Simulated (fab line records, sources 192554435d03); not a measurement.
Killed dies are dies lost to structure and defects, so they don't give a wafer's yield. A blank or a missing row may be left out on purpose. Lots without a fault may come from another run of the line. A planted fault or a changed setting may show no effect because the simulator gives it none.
fab line records | flow n5_finfet
record lots=24 wafers=72 last_day=18
route steps=1938 shown MOL_CONTACT_COAG@554
lots that met no fault: from a run of the same line without faults
start_h: hours from the record's first day to the start of the lot's first wafer shown | wait_h: hours since the lot's step before | " the same as in the row above | L1.1+2: a row that stands for several wafers | - no value, or no start given | * or withheld: withheld | < > ~ a bound
route shown NAME@n: a module of which the file shows steps, and the number in the route of the first | usual: mean/standard deviation of fault-free wafers | same: alike in all rows | chamber/n: place in a boat | sites: the reading at each site | _std_site: their standard deviation | _edge_site: outer sites' mean less inner sites' | radius_mm: how far each site lies from the wafer's centre | mask NAME#n: copy n | behind: the tool/chamber that last shaped the wafer | hold: why the lot was held/for how many hours/how that ended | device: the transistor (n, p or np) that didn't switch | end of line: the same wafers' tests at the end of the route | a step without rows: its recipe alone | killed: dies lost to structure and defects at the first sort, not the wafer's yield | map: a wafer's dies, x killed, . not, _ none there
set.NAME: the setting as run; set.NAME@STEP: as run at that earlier step | model.NAME: the simulator's own value behind a step, which no gauge read
steps of the route over a sample of lots; a table a step, a row a wafer
services: from which hour (start_h, from the record's first day; less than 0 if before it) a tool's chamber was out of use, for how many hours, and why
## steps
# step N5_MOL_CONTACT_COAG_CMP_23
# recipe stop_on=SiO2 t_overpolish_s=1.5 post_cmp_clean=cu_alkaline down_force_psi=2 platen_rpm=50.289 pad_velocity_m_s=1.0006 target_thk_nm=0
# usual motor_current_A=7.9/0.95 overpolish_run_s=1.499/0.01 time_to_endpoint_s=9.4/2.5
# columns lot.wafer tool chamber start_h wait_h motor_current_A overpolish_run_s time_to_endpoint_s
L074.4 cmp-01 2 98.00 0.1 8.0 1.490 7.5
L074.6 " 0 " " 8.9 1.512 11.7
L074.5 " 1 " " 6.7 1.503 9.0
L075.2 cmp-03 2 104.52 0.0 7.6 1.497 9.7
L075.4 " 3 " " 9.6 1.495 11.2
L075.3 " 1 " " 8.7 1.487 13.2
L076.3 cmp-01 0 104.82 0.0 9.2 1.516 12.0
L076.2 " 3 " " 9.3 1.499 10.2
L076.6 " 0 " " 9.0 1.508 12.9
L077.2 cmp-01 2 114.73 0.0 7.8 1.489 10.6
L077.4 " 3 " " 9.1 1.500 16.3
L077.1 " 1 " " 6.8 1.487 10.6
L078.1 cmp-04 0 121.78 0.1 6.6 1.510 3.7
L078.2 " 1 " " 6.8 1.493 9.0
L078.4 " 2 " " 8.9 1.501 7.5
L079.4 cmp-01 3 123.99 0.1 8.6 1.492 15.6
L079.1 " 0 " " 8.7 1.492 13.2
L079.5 " 2 " " 8.0 1.502 10.0
L080.4 cmp-03 1 130.60 0.1 8.0 1.493 12.1
L080.2 " 3 " " 9.5 1.499 12.2
L080.5 " 0 " " 8.3 1.495 10.1
L081.3 cmp-04 0 138.62 0.0 6.7 1.502 7.7
L081.6 " 0 " " 6.5 1.503 10.0
L081.5 " 1 " " 6.8 1.497 12.5
L082.3 cmp-03 0 149.14 0.1 8.4 1.502 8.6
L082.2 " 1 " " 8.5 1.506 12.8
L082.6 " 3 " " 9.1 1.489 11.3
L083.4 cmp-03 1 159.81 0.1 8.4 1.483 9.1
L083.3 " 2 " " 7.8 1.494 6.7
L083.5 " 3 " " 9.4 1.493 9.9
L084.4 cmp-04 1 161.58 0.1 6.9 1.505 8.9
L084.6 " 0 " " 6.4 1.483 6.1
L084.5 " 1 " " 6.9 1.503 10.4
L085.3 cmp-01 3 164.48 0.1 8.9 1.512 12.1
L085.6 " 0 " " 8.7 1.511 11.5
L085.5 " 1 " " 6.7 1.509 11.5
L086.1 cmp-04 2 169.28 0.0 8.8 1.516 8.8
L086.3 " 3 " " 7.8 1.513 7.4
L086.5 " 2 " " 8.8 1.495 6.4
L088.2 cmp-04 3 180.57 0.0 7.9 1.497 8.0
L088.3 " 1 " " 6.9 1.497 9.6
L088.6 " 0 " " 6.5 1.502 9.0
L087.4 cmp-01 1 187.27 0.1 6.6 1.498 8.5
L087.1 " 2 " " 7.7 1.507 7.9
L087.3 " 3 " " 8.6 1.486 14.3
L089.4 cmp-01 0 192.15 0.1 8.9 1.486 12.7
L089.1 " 1 " " 6.7 1.496 9.2
L089.2 " 2 " " 8.1 1.508 8.1
L090.4 cmp-03 1 192.32 0.1 8.2 1.488 9.5
L090.3 " 2 " " 7.9 1.490 5.6
L090.5 " 0 " " 8.4 1.516 8.6
L091.3 cmp-04 1 197.98 0.0 6.9 1.506 10.0
L091.1 " 2 " " 8.6 1.498 5.5
L091.6 " 2 " " 8.8 1.488 8.5
L092.3 cmp-04 3 211.65 0.1 7.8 1.498 8.1
L092.4 " 1 " " 7.1 1.510 9.4
L092.5 " 3 " " 7.8 1.489 9.3
L093.4 cmp-04 3 220.33 0.1 7.5 1.498 5.4
L093.1 " 0 " " 6.2 1.499 6.9
L093.6 " 2 " " 8.6 1.509 5.7
L094.1 cmp-04 3 221.60 0.1 7.6 1.505 9.1
L094.5 " 0 " " 6.8 1.512 8.0
L094.6 " 1 " " 6.9 1.493 10.1
L095.3 cmp-04 1 227.27 0.0 7.0 1.516 11.1
L095.4 " 3 " " 7.7 1.495 10.3
L095.5 " 2 " " 8.9 1.503 6.7
L096.3 cmp-01 3 227.34 0.1 9.0 1.506 14.8
L096.1 " 1 " " 7.1 1.489 9.0
L096.6 " 2 " " 7.9 1.490 7.8
L097.1 cmp-04 2 233.57 0.0 8.6 1.497 7.5
L097.2 " 0 " " 6.3 1.504 7.3
L097.4 " 1 " " 6.9 1.497 11.7
# step N5_MOL_CONTACT_COAG_CMP_28
# recipe stop_on=SiNx t_overpolish_s=0.85 post_cmp_clean=alkaline_brush down_force_psi=4.15 platen_rpm=51.8 pad_velocity_m_s=1.0307 target_thk_nm=14.522
# usual motor_current_A=12.5/1.4 time_to_endpoint_s=5.2/2.5
# columns lot.wafer tool chamber start_h wait_h motor_current_A time_to_endpoint_s
L074.4 cmp-04 0 101.75 0.9 9.9 5.4
L074.5 " 2 " " 13.0 4.2
L074.6 " 3 " " 11.9 3.3
L075.2 cmp-04 1 106.95 0.8 11.0 2.1
L075.4 " 2 " " 12.9 2.3
L075.3 " 3 " " 11.3 1.9
L076.2 cmp-01 1 107.34 0.9 10.6 6.2
L076.3 " 2 " " 12.1 4.6
L076.6 " 3 " " 14.4 9.7
L077.4 cmp-03 2 117.12 0.8 11.5 3.4
L077.2 " 0 " " 13.5 5.1
L077.1 " 1 " " 12.9 8.3
L078.4 cmp-04 2 124.13 0.8 12.9 1.6
L078.2 " 3 " " 11.7 0.0
L078.1 " 1 " " 10.4 3.2
L079.4 cmp-04 3 126.30 0.8 11.1 4.0
L079.1 " 2 " " 12.9 4.7
L079.5 " 3 " " 11.9 1.4
L080.4 cmp-01 2 133.02 0.9 11.7 3.4
L080.2 " 3 " " 13.7 6.8
L080.5 " 1 " " 11.0 3.5
L081.3 cmp-03 3 141.79 0.8 14.6 6.9
L081.5 " 3 " " 14.1 4.5
L081.6 " 0 " " 13.1 5.5
L082.2 cmp-03 0 152.26 1.6 13.3 1.7
L082.3 " 2 " " 11.5 3.4
L082.6 " 0 " " 13.4 5.4
L083.4 cmp-04 3 162.20 0.9 11.4 1.6
L083.3 " 0 " " 10.0 1.0
L083.5 " 2 " " 13.3 3.0
L084.4 cmp-01 1 164.01 0.1 10.8 5.5
L084.6 " 3 " " 14.1 7.6
L084.5 " 0 " " 13.4 6.9
L085.3 cmp-03 0 166.80 0.8 13.2 2.7
L085.6 " 0 " " 12.7 4.4
L085.5 " 1 " " 12.7 4.8
L086.3 cmp-03 1 171.67 0.8 13.1 8.5
L086.1 " 0 " " 12.5 5.4
L086.5 " 1 " " 12.8 6.9
L088.2 cmp-01 1 183.03 0.9 10.9 8.1
L088.3 " 2 " " 12.4 5.9
L088.6 " 3 " " 13.1 4.3
L087.4 cmp-03 3 189.62 0.8 14.4 7.3
L087.1 " 0 " " 13.3 2.6
L087.3 " 2 " " 12.1 3.2
L089.1 cmp-01 3 194.53 0.8 13.0 8.9
L089.2 " 1 " " 10.7 6.0
L089.4 " 2 " " 12.4 3.9
L090.3 cmp-04 1 194.67 0.8 10.3 3.0
L090.4 " 2 " " 13.3 2.5
L090.5 " 2 " " 13.8 4.2
L091.1 cmp-03 2 200.79 0.9 12.2 2.9
L091.3 " 3 " " 14.2 6.8
L091.6 " 1 " " 13.0 6.0
L092.4 cmp-04 2 214.00 0.8 13.9 4.0
L092.3 " 1 " " 11.0 4.5
L092.5 " 2 " " 12.9 1.9
L093.1 cmp-01 0 222.76 0.8 12.8 7.4
L093.4 " 1 " " 10.1 6.2
L093.6 " 1 " " 10.4 6.6
L094.1 cmp-03 1 224.40 0.9 12.8 3.6
L094.6 " 3 " " 14.7 6.7
L094.5 " 0 " " 14.3 3.4
L095.3 cmp-01 2 230.02 1.2 12.3 4.0
L095.4 " 3 " " 14.0 9.6
L095.5 " 3 " " 14.0 9.9
L096.1 cmp-04 3 230.93 0.8 11.7 5.1
L096.3 " 1 " " 10.5 7.7
L096.6 " 0 " " 10.1 1.5
L097.1 cmp-04 2 235.96 0.8 14.4 5.8
L097.4 " 0 " " 9.5 4.8
L097.2 " 1 " " 10.8 6.4
# step N5_MOL_CONTACT_COAG_CD_MEAS_40
# recipe target_cd_nm=25.1 landing_energy_ev=500 detector=se_inlens polarity=opening
# usual cd_nm=25.08/0.23
# columns lot.wafer tool chamber start_h wait_h cd_nm
L074.4 cd_sem-02 0 104.46 - 25.28
L074.5 " 0 " " 25.22
L074.6 " 0 " " 25.46
L075.2 cd_sem-02 0 109.67 - 25.06
L075.3 " 0 " " 24.63
L075.4 " 0 " " 25.11
L076.2 cd_sem-01 0 110.74 - 25.19
L076.3 " 0 " " 25.05
L076.6 " 0 " " 25.37
L077.1 cd_sem-01 0 119.79 - 25.35
L077.2 " 0 " " 24.83
L077.4 " 0 " " 25.61
L078.1 cd_sem-01 0 131.27 - 24.85
L078.2 " 0 " " 25.09
L078.4 " 0 " " 25.39
L079.1 cd_sem-01 0 133.62 - 25.22
L079.4 " 0 " " 25.32
L079.5 " 0 " " 24.89
L080.2 cd_sem-02 0 138.24 - 25.45
L080.4 " 0 " " 24.80
L080.5 " 0 " " 24.97
L081.3 cd_sem-02 0 144.52 - 25.09
L081.5 " 0 " " 24.84
L081.6 " 0 " " 24.85
L082.2 cd_sem-02 0 155.54 - 24.77
L082.3 " 0 " " 25.08
L082.6 " 0 " " 25.14
L083.3 cd_sem-02 0 165.11 - 24.88
L083.4 " 0 " " 25.11
L083.5 " 0 " " 25.19
L084.4 cd_sem-01 0 167.10 - 25.67
L084.5 " 0 " " 25.01
L084.6 " 0 " " 24.91
L085.3 cd_sem-02 0 169.97 - 25.06
L085.5 " 0 " " 25.01
L085.6 " 0 " " 24.79
L086.1 cd_sem-02 0 174.53 - 25.20
L086.3 " 0 " " 24.97
L086.5 " 0 " " 25.33
L088.2 cd_sem-02 0 185.86 - 24.78
L088.3 " 0 " " 24.90
L088.6 " 0 " " 24.99
L087.1 cd_sem-03 0 193.66 - 25.03
L087.3 " 0 " " 25.20
L087.4 " 0 " " 24.81
L089.1 cd_sem-03 0 198.76 - 25.28
L089.2 " 0 " " 25.02
L089.4 " 0 " " 25.45
L090.3 cd_sem-02 0 199.42 - 24.87
L090.4 " 0 " " 24.96
L090.5 " 0 " " 25.17
L091.1 cd_sem-02 0 203.43 - 25.00
L091.3 " 0 " " 25.34
L091.6 " 0 " " 25.17
L092.3 cd_sem-01 0 216.78 - 24.92
L092.4 " 0 " " 25.26
L092.5 " 0 " " 25.02
L093.1 cd_sem-03 0 226.07 - 25.30
L093.4 " 0 " " 24.75
L093.6 " 0 " " 24.92
L094.1 cd_sem-03 0 227.13 - 25.34
L094.5 " 0 " " 24.98
L094.6 " 0 " " 25.67
L095.3 cd_sem-03 0 232.47 - 25.42
L095.4 " 0 " " 25.27
L095.5 " 0 " " 24.88
L096.1 cd_sem-03 0 233.61 - 24.95
L096.3 " 0 " " 25.72
L096.6 " 0 " " 24.84
L097.1 cd_sem-02 0 238.67 - 25.17
L097.2 " 0 " " 24.96
L097.4 " 0 " " 25.07
# step N5_MOL_CONTACT_COAG_OVL_MEAS_41
# recipe points_per_wafer=522
# usual VD_OVL=0.3/0.74
# columns lot.wafer tool chamber start_h wait_h VD_OVL[nm]
L074.4 overlay-02 0 104.50 0.0 0.4
L074.5 " 0 " " -0.8
L074.6 " 0 " " -0.4
L075.2 overlay-01 0 109.70 0.0 1.5
L075.3 " 0 " " 0.5
L075.4 " 0 " " 1.4
L076.2 overlay-02 0 110.78 0.0 0.1
L076.3 " 0 " " 0.5
L076.6 " 0 " " -0.5
L077.1 overlay-01 0 119.82 0.0 0.3
L077.2 " 0 " " -0.3
L077.4 " 0 " " 0.3
L078.1 overlay-01 0 131.30 0.0 -0.4
L078.2 " 0 " " 0.7
L078.4 " 0 " " 0.2
L079.1 overlay-01 0 133.65 0.0 -0.3
L079.4 " 0 " " -0.3
L079.5 " 0 " " 0.0
L080.2 overlay-01 0 138.27 0.0 -0.3
L080.4 " 0 " " -0.5
L080.5 " 0 " " -0.4
L081.3 overlay-02 0 144.56 0.0 1.5
L081.5 " 0 " " 0.9
L081.6 " 0 " " 1.5
L082.2 overlay-01 0 155.58 0.0 0.4
L082.3 " 0 " " 0.3
L082.6 " 0 " " -0.4
L083.3 overlay-01 0 165.15 0.0 0.1
L083.4 " 0 " " -0.6
L083.5 " 0 " " 0.5
L084.4 overlay-01 0 167.14 0.0 1.6
L084.5 " 0 " " 1.6
L084.6 " 0 " " 1.7
L085.3 overlay-01 0 170.01 0.0 -0.1
L085.5 " 0 " " -0.3
L085.6 " 0 " " -0.7
L086.1 overlay-01 0 174.56 0.0 0.9
L086.3 " 0 " " 1.0
L086.5 " 0 " " 0.4
L088.2 overlay-01 0 185.89 0.0 0.9
L088.3 " 0 " " 0.4
L088.6 " 0 " " 0.1
L087.1 overlay-01 0 193.69 0.0 1.5
L087.3 " 0 " " 0.8
L087.4 " 0 " " -0.7
L089.1 overlay-02 0 198.79 0.0 1.4
L089.2 " 0 " " 1.5
L089.4 " 0 " " 1.4
L090.3 overlay-01 0 199.46 0.0 0.4
L090.4 " 0 " " 0.5
L090.5 " 0 " " 0.7
L091.1 overlay-02 0 203.47 0.0 1.0
L091.3 " 0 " " 1.1
L091.6 " 0 " " -0.1
L092.3 overlay-01 0 216.82 0.0 -0.2
L092.4 " 0 " " 0.4
L092.5 " 0 " " -0.4
L093.1 overlay-01 0 226.10 0.0 0.6
L093.4 " 0 " " -0.1
L093.6 " 0 " " -0.7
L094.1 overlay-01 0 227.16 0.0 -0.8
L094.5 " 0 " " -1.0
L094.6 " 0 " " -0.5
L095.3 overlay-01 0 232.51 0.0 -0.4
L095.4 " 0 " " -0.2
L095.5 " 0 " " -1.1
L096.1 overlay-02 0 233.64 0.0 -0.4
L096.3 " 0 " " -0.6
L096.6 " 0 " " 0.5
L097.1 overlay-02 0 238.70 0.0 -0.1
L097.2 " 0 " " 1.1
L097.4 " 0 " " 0.2
# step N5_MOL_CONTACT_COAG_DESCUM_45
# recipe chemistry=O2 time_s=7 source_power_w=50 bias_power_w=20 pressure_mtorr=20 rf_frequency_hz=2.712e+07 temp_c=40 resist=CAR-EUV o2_flow_sccm=225
# usual drypump_motor_current_A=5.7/0.5 oes_product_au=0.78/0.081 rf_vpp_V=244.0/1.1 showerhead_plenum_p_Torr=2.15/0.057 throttle_valve_pct=20.39/0.18
# columns lot.wafer tool chamber start_h wait_h drypump_motor_current_A oes_product_au rf_hours_counter_h rf_vpp_V showerhead_plenum_p_Torr throttle_valve_pct
L074.4 rie_diel-04 2 104.58 0.0 5.0 0.69 248 242.7 2.14 20.81
L074.5 " 2 " " 5.0 0.68 - 244.0 2.14 20.80
L074.6 " 3 " " 4.9 0.87 - 242.0 2.02 20.35
L075.2 rie_diel-04 2 109.90 0.1 5.0 0.68 250 243.0 2.14 20.81
L075.3 " 0 " " 6.7 0.89 32 245.1 2.22 20.10
L075.4 " 1 " " 5.6 0.79 104 243.9 2.11 20.18
L076.2 rie_diel-01 3 111.00 0.2 5.7 0.90 19 245.2 2.13 20.57
L076.3 " 1 " " 6.0 0.80 118 245.5 2.20 20.31
L076.6 " 2 " " 5.8 0.70 - 243.1 2.14 20.12
L077.1 rie_diel-05 1 120.36 0.5 6.0 0.71 175 244.5 2.18 20.55
L077.2 " 0 " " 5.6 0.78 141 243.1 2.20 20.42
L077.4 " 2 " " 5.9 0.74 190 245.1 2.19 20.28
L078.1 rie_diel-05 0 134.71 3.4 5.5 0.78 148 243.4 2.20 20.41
L078.2 " 1 " " 6.1 0.71 183 243.9 2.18 20.55
L078.4 " 3 " " 6.1 0.72 185 243.9 2.19 20.56
L079.1 rie_diel-04 2 136.50 2.8 4.9 0.98 2 243.7 2.14 20.37
L079.4 " 0 " " 6.7 0.88 38 245.2 2.22 20.11
L079.5 " 0 " " 6.7 0.88 - 245.5 2.22 20.10
L080.2 rie_diel-01 0 139.34 1.0 5.5 0.68 228 244.5 2.14 20.36
L080.4 " 2 " " 5.9 0.71 228 243.9 2.14 20.12
L080.5 " 2 " " 5.8 0.70 - 244.8 2.14 20.12
L081.3 rie_diel-04 0 144.64 0.0 6.7 0.88 42 246.2 2.22 20.12
L081.5 " 1 " " 5.6 0.78 - 243.5 2.10 20.20
L081.6 " 2 " " 5.0 0.97 - 243.8 2.14 20.36
L082.2 rie_diel-05 1 155.67 0.0 6.1 0.70 190 244.7 2.18 20.57
L082.3 " 2 " " 5.9 0.73 205 244.0 2.18 20.29
L082.6 " 1 " " 6.1 0.69 - 245.9 2.18 20.57
L083.3 rie_diel-05 2 165.33 0.1 5.9 0.73 209 243.7 2.18 20.30
L083.4 " 3 " " 6.1 0.71 194 244.3 2.18 20.56
L083.5 " 3 " " 6.1 0.71 - 244.7 2.18 20.57
L084.4 rie_diel-05 3 167.25 0.1 6.1 0.71 195 243.8 2.18 20.59
L084.5 " 0 " " 5.6 0.76 - 244.2 2.19 20.45
L084.6 " 1 " " 6.1 0.69 - 243.8 2.18 20.59
L085.3 rie_diel-01 2 170.31 0.3 5.9 0.69 240 244.0 2.13 20.16
L085.5 " 2 " " 5.9 0.68 - 244.0 2.13 20.15
L085.6 " 3 " " 5.7 0.89 - 244.2 2.12 20.60
L086.1 rie_diel-04 2 174.65 0.0 5.0 0.93 17 243.0 2.14 20.39
L086.3 " 0 " " 6.7 0.86 55 245.1 2.22 20.14
L086.5 " 1 " " 5.7 0.78 - 245.7 2.10 20.21
L088.2 rie_diel-05 3 185.98 0.0 6.1 0.71 200 245.3 2.18 20.59
L088.3 " 2 " " 5.9 0.72 215 245.2 2.18 20.32
L088.6 " 3 " " 6.1 0.71 - 242.8 2.18 20.59
L087.1 rie_diel-04 1 193.79 0.0 5.6 0.78 124 244.2 2.10 20.21
L087.3 " 2 " " 4.9 0.92 23 244.9 2.13 20.39
L087.4 " 3 " " 4.9 0.82 95 243.2 2.01 20.39
L089.1 rie_diel-05 0 198.88 0.0 5.5 0.75 170 244.5 2.19 20.46
L089.2 " 3 " " 6.1 0.70 205 244.3 2.18 20.59
L089.4 " 1 " " 6.1 0.69 - 245.0 2.17 20.60
L090.3 rie_diel-01 1 199.54 0.0 6.1 0.78 140 245.3 2.19 20.34
L090.4 " 0 " " 5.5 0.67 248 243.6 2.13 20.37
L090.5 " 3 " " 5.8 0.87 - 242.9 2.12 20.61
L091.1 rie_diel-05 1 203.89 0.4 6.0 0.68 208 244.5 2.17 20.59
L091.3 " 2 " " 5.9 0.72 220 243.8 2.18 20.29
L091.6 " 1 " " 6.1 0.69 - 245.1 2.17 20.60
L092.3 rie_diel-05 3 216.90 0.0 6.1 0.70 212 245.1 2.18 20.60
L092.4 " 0 " " 5.6 0.75 177 242.8 2.19 20.47
L092.5 " 1 " " 6.1 0.68 - 244.5 2.17 20.62
L093.1 rie_diel-04 2 226.20 0.0 5.0 0.89 36 243.4 2.13 20.44
L093.4 " 1 " " 5.7 0.77 137 243.4 2.09 20.23
L093.6 " 0 " " 6.7 0.84 - 244.4 2.21 20.16
L094.1 rie_diel-05 0 227.74 0.5 5.6 0.75 181 243.4 2.18 20.49
L094.5 " 2 " " 5.9 0.71 - 242.4 2.17 20.32
L094.6 " 1 " " 6.1 0.68 - 243.5 2.17 20.60
L095.3 rie_diel-04 2 232.59 0.0 5.0 0.89 38 244.6 2.13 20.44
L095.4 " 1 " " 5.7 0.77 139 242.8 2.09 20.25
L095.5 " 0 " " 6.7 0.84 - 243.9 2.21 20.15
L096.1 rie_diel-01 2 233.80 0.1 5.8 0.97 7 243.9 2.13 19.83
L096.3 " 3 " " 5.7 0.86 55 243.2 2.12 20.62
L096.6 " 2 " " 5.9 0.98 - 243.6 2.13 19.83
L097.1 rie_diel-04 1 239.02 0.3 5.7 0.77 142 244.4 2.09 20.24
L097.2 " 2 " " 5.0 0.90 41 245.6 2.13 20.44
L097.4 " 3 " " 4.9 0.82 112 241.7 2.00 20.42
# step N5_MOL_CONTACT_COAG_ALD_133
# recipe material=SiO2 target_thk_a=50 temp_c=100 ald_precursor_family=BDEAS ald_co_reactant=O2-plasma pulse_time_s=1 co_reactant_pulse_time_s=1 purge_time_s=2 co_reactant_purge_time_s=2 ald_cycles=35 pressure_torr=2
# usual heater_power_w=78/5.3 precursor_pulse_height_rel=0.999/0.021
# same ald_cycles=35
# columns lot.wafer tool chamber start_h wait_h heater_power_w precursor_pulse_height_rel
L074.4 ald_sin-03 0 104.89 0.2 82 1.026
L074.5 " 3 " " 79 1.003
L074.6 " 0 " " 80 0.982
L075.2 ald_sin-03 3 110.03 0.1 81 1.002
L075.3 " 1 " " 71 0.969
L075.4 " 0 " " 80 1.000
L076.2 ald_sin-01 2 111.13 0.1 82 1.007
L076.3 " 3 " " 89 0.979
L076.6 " 0 " " 79 1.007
L077.1 ald_sin-02 0 120.50 0.1 81 0.974
L077.2 " 3 " " 76 1.012
L077.4 " 1 " " 80 0.982
L078.1 ald_sin-01 0 134.85 0.1 77 0.984
L078.2 " 2 " " 81 1.025
L078.4 " 1 " " 76 1.024
L079.1 ald_sin-03 1 136.63 0.1 72 0.980
L079.4 " 3 " " 81 1.004
L079.5 " 1 " " 73 1.019
L080.2 ald_sin-01 0 139.48 0.1 80 1.028
L080.4 " 1 " " 77 0.980
L080.5 " 3 " " 91 1.002
L081.3 ald_sin-02 3 144.78 0.1 77 1.007
L081.5 " 0 " " 78 1.029
L081.6 " 1 " " 77 0.983
L082.2 ald_sin-01 3 156.24 0.5 92 0.982
L082.3 " 1 " " 77 1.003
L082.6 " 3 " " 89 0.980
L083.3 ald_sin-02 0 165.46 0.1 79 1.023
L083.4 " 2 " " 69 0.989
L083.5 " 2 " " 71 1.000
L084.4 ald_sin-03 1 167.56 0.2 72 1.017
L084.5 " 2 " " 68 0.978
L084.6 " 3 " " 80 1.031
L085.3 ald_sin-02 3 170.58 0.2 77 1.007
L085.5 " 3 " " 77 0.995
L085.6 " 2 " " 70 1.000
L086.1 ald_sin-01 0 174.79 0.1 79 0.995
L086.3 " 2 " " 83 0.981
L086.5 " 3 " " 91 1.003
L088.2 ald_sin-03 1 186.42 0.4 69 1.013
L088.3 " 0 " " 80 0.988
L088.6 " 1 " " 71 0.970
L087.1 ald_sin-02 3 194.64 0.8 77 1.000
L087.3 " 0 " " 79 0.959
L087.4 " 1 " " 81 1.005
L089.1 ald_sin-01 1 199.04 0.1 74 0.998
L089.2 " 2 " " 76 0.970
L089.4 " 0 " " 78 1.012
L090.3 ald_sin-01 3 199.81 0.2 84 0.957
L090.4 " 1 " " 74 0.991
L090.5 " 2 " " 75 1.026
L091.1 ald_sin-02 3 204.03 0.1 75 0.969
L091.3 " 1 " " 81 0.985
L091.6 " 1 " " 80 0.995
L092.3 ald_sin-02 0 217.03 0.1 80 1.000
L092.4 " 1 " " 78 1.003
L092.5 " 3 " " 76 0.969
L093.1 ald_sin-03 0 226.33 0.1 79 1.060
L093.4 " 3 " " 79 0.998
L093.6 " 2 " " 69 1.007
L094.1 ald_sin-03 3 227.88 0.1 78 0.970
L094.5 " 3 " " 80 0.995
L094.6 " 0 " " 81 0.978
L095.3 ald_sin-03 2 232.73 0.1 70 1.010
L095.4 " 0 " " 81 0.968
L095.5 " 1 " " 72 0.959
L096.1 ald_sin-01 0 233.94 0.1 79 0.964
L096.3 " 1 " " 72 0.964
L096.6 " 2 " " 76 0.983
L097.1 ald_sin-02 3 239.15 0.1 78 1.011
L097.2 " 1 " " 78 0.967
L097.4 " 2 " " 71 1.020
## services
# columns tool chamber start_h hours kind
ald_sin-02 - 86.04 14.0 pm
rie_diel-01 2 92.18 1.8 repair
rie_diel-05 1 94.47 6.9 repair
cmp-03 - 95.85 0.9 repair
cmp-03 - 98.56 4.0 pm
cmp-01 - 100.57 0.2 repair
cmp-03 - 102.56 - consumable_replace:conditioner
cmp-03 - 102.56 - consumable_replace:pad
cmp-01 - 110.91 0.3 repair
rie_diel-04 - 119.05 14.6 pm
cmp-04 - 119.12 2.0 repair
rie_diel-01 - 122.14 14.6 pm
rie_diel-05 3 143.24 5.5 repair
rie_diel-05 - 156.81 0.4 repair
rie_diel-04 1 158.29 13.6 repair
ald_sin-01 - 168.65 6.0 pm
rie_diel-01 1 172.75 9.3 repair
cmp-01 - 176.62 2.9 repair
ald_sin-01 - 177.39 14.0 pm
ald_sin-03 - 179.88 2.8 pm
rie_diel-05 2 195.63 4.7 repair
cmp-03 - 223.70 0.5 repair
cmp-03 - 228.34 5.3 pm
cmp-04 - 231.82 1.6 repair
## key
fault none
